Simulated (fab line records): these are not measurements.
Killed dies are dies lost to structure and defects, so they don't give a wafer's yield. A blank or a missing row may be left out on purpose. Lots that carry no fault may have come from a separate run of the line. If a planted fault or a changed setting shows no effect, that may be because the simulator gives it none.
8D (eight disciplines) problem report, filled in by code -- flow n5_finfet -- the parts of the form that need people (team, actions taken, sign-off) are left out

== 1. WHAT WENT WRONG ==
Wafers with no fault read 58.9 nm with a standard deviation of 1.1, whereas thk_nm at N5_SD_EPI_N_EPI_MEAS_23 reads a mean of 65.5 nm on 1 wafer of 1 lot. Measured from the usual mean, that is +6.0 standard deviations.
Earliest sighting: wafer L999.2 on film_metro-01 at day 6 23:53. Wafers with a number at this step in the record: 25, from 9 lots. The rule behind "out" and "out of limits": a value lying over 4 standard deviations away from the usual mean. The rest of the wafers with a number are treated as sound.

== 2. WHAT THIS IS AND IS NOT ==
question,is,is not
which readings at this step,thk_nm,-
which lots,L999,"L100, L101, L102, L103, L985, L988, L990, L991"
which wafers of those lots,L999.2,L999.5
read on which gauges,film_metro-01,film_metro-02
when,from day 6 23:53,"up to then (13 sound wafers); but 11 sound wafers of L100, L101, L102, L103 came after"

== 3. WHAT RULES OUT EACH SUSPECT ==
Counting: a tool at a process step up to the reading stays a suspect if it ran every lot that is out. Sound lots after the first of them don't rule it out here, since some wafers of a struck lot are sound.
- the gauge at N5_SD_EPI_N_EPI_MEAS_23 has been ruled out. All the wafers that are out were read on film_metro-01, but those of them that N5_BEOL_M4_RC_MEAS_101 has rows for are out there too, on other tools.
- rie_diel-05 at N5_DUMMY_GATE_STRIP_48 (strips in N2/H2, time 20 s): kept. L999, the lot that is out, went through it at day 6 17:55; up to then, the latest sound lot through it was L990 at day 4 12:09.
- rie_diel-03 at N5_SD_EPI_N_ETCHBACK_44 (etches SiNx in CH3F/O2, stops on SiO2, target depth 14.5 nm): kept. L999, the lot that is out, went through it at day 6 20:08; up to then, the latest sound lot through it was L990 at day 4 14:07.
- epi_rpcvd-02 at N5_SD_EPI_N_EPI_21 (deposits Si:P, time 690 s): kept. L999, the lot that is out, went through it at day 6 21:58; up to then, the latest sound lot through it was L985 at day 3 12:55.
- Within rie_diel-05 at N5_DUMMY_GATE_STRIP_48: the wafers that are out ran in chamber 3; their sound lot-mates ran in chamber 0.
- Within rie_diel-03 at N5_SD_EPI_N_ETCHBACK_44: the wafers that are out ran in chamber 1; their sound lot-mates ran in chamber 3.
Left after counting: rie_diel-05 at N5_DUMMY_GATE_STRIP_48, rie_diel-03 at N5_SD_EPI_N_ETCHBACK_44, epi_rpcvd-02 at N5_SD_EPI_N_EPI_21.

== 4. THE CAUSE (what the simulator had put in) ==
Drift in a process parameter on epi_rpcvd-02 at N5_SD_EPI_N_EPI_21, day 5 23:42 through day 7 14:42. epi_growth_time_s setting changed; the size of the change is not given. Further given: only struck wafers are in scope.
3 suspects survive the count, and this tool is in that group.

== 5. THE EFFECT CHAIN, in route order ==
Each row: a reading where the mean over the struck wafers with a number is more than 3 standard deviations away from the usual. Only readings for which the record gives a usual standard deviation are gone through. hours: the time from each lot's start at the first step in this table that gives one to its start at this step, as a median over the lots. sigmas: the change in usual standard deviations.
hours,step,reading,usual,on struck wafers,change,sigmas
0,N5_SD_EPI_N_EPI_MEAS_23,thk_nm,58.9 nm,65.5,+6.6,+6.0
6,N5_SD_ACTIVATION_RS_MEAS_03,RS_SD_N,21.92 ohm/sq,19.97,-1.95,-7.8
156,N5_BEOL_M4_RC_MEAS_101,RS_SD_N,28.4 ohm/sq,25.8,-2.6,-8.1

== 6. WHAT WOULD HAVE CAUGHT IT SOONER ==
In this record the first reading out of limits at a measuring or inspecting step was taken at day 6 23:53, 24 hours after the fault began at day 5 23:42.
By day 6 23:53 the whole set of lots that are out, 1 in number, had already begun N5_SD_EPI_N_EPI_21 on epi_rpcvd-02. Had the tool been put on hold then, not one of them would have been saved.
